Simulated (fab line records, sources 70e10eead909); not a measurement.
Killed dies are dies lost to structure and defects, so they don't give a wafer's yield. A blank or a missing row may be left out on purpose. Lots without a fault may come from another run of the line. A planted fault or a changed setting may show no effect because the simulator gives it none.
Which tool did it? | flow nand_harc | 6 lots, 18 wafers sampled, at 5 steps of a route of 1302

WHAT THE GAUGES READ, wafer by wafer
NHARC_END_SORT_01.
lot  | measured     | on        | killed_at_array
L821 | day 29 16:19 | prober-01 | 66 71 74

WHICH TOOL RAN EACH LOT (tool, then ch and the chambers of the sampled wafers, then the start)
lot  | NHARC_A_WL_FILL_CVD_20        | NHARC_THIN_TSV_STRIP_45              | NHARC_THIN_TSV_ETCHBACK_48         | NHARC_THIN_TSV_STRIP_62
L810 | cvd_w-01 ch 0,1, day 21 20:22 | plasma_asher-01 ch 0,1, day 24 12:25 | rie_diel-04 ch 0,2,3, day 24 13:37 | plasma_asher-02 ch 0,1, day 24 13:59
L821 | cvd_w-01 ch 0, day 26 08:52   | plasma_asher-02 ch 0,1, day 29 01:43 | rie_diel-04 ch 0,1,3, day 29 02:56 | plasma_asher-01 ch 0,1, day 29 03:15
L823 | cvd_w-01 ch 0,1, day 27 00:44 | plasma_asher-01 ch 0,1, day 29 17:21 | rie_diel-04 ch 0,1,3, day 29 18:39 | plasma_asher-01 ch 0,1, day 29 18:56
L825 | cvd_w-01 ch 0,1, day 28 04:25 | plasma_asher-02 ch 1, day 31 00:16   | rie_diel-05 ch 0,2,3, day 31 01:29 | plasma_asher-02 ch 1, day 31 01:55
L826 | cvd_w-02 ch 0,1, day 29 01:51 | plasma_asher-01 ch 0,1, day 31 16:46 | rie_diel-04 ch 0,1,3, day 31 17:54 | plasma_asher-02 ch 0,1, day 31 18:16
L828 | cvd_w-02 ch 0,1, day 29 17:13 | plasma_asher-02 ch 0,1, day 32 15:13 | rie_diel-05 ch 0,1,2, day 32 16:25 | plasma_asher-01 ch 0,1, day 32 16:46
- NHARC_A_WL_FILL_CVD_20: deposits W, target thk 100 nm, time 74 s.
- NHARC_THIN_TSV_STRIP_45: strips in O2.
- NHARC_THIN_TSV_ETCHBACK_48: etches the open film in C4F8/Ar, target depth 1028.5 nm, time 405.17 s.
- NHARC_THIN_TSV_STRIP_62: strips in N2/H2, time 20 s.

THE ANSWER, worked out from the rows above alone
Rule: what is usual is taken from the lots themselves. Put in order of their means at a reading, lots are off if they are a third of the lots or fewer, leave a main group of 4 or more, and stand apart from it by a gap of 3 or more times the standard deviation of the main group's means; of several such gaps the widest counts. A main group whose means are all the same, to the digits that the tables above print for the reading, isn't used. A lot without any number at a reading at which 4 lots or more have one is off too. The other lots that the step has rows for count as sound.
No lot is off at any reading shown: from this, nothing can be told.

WHAT THE SIMULATOR HAD PUT IN
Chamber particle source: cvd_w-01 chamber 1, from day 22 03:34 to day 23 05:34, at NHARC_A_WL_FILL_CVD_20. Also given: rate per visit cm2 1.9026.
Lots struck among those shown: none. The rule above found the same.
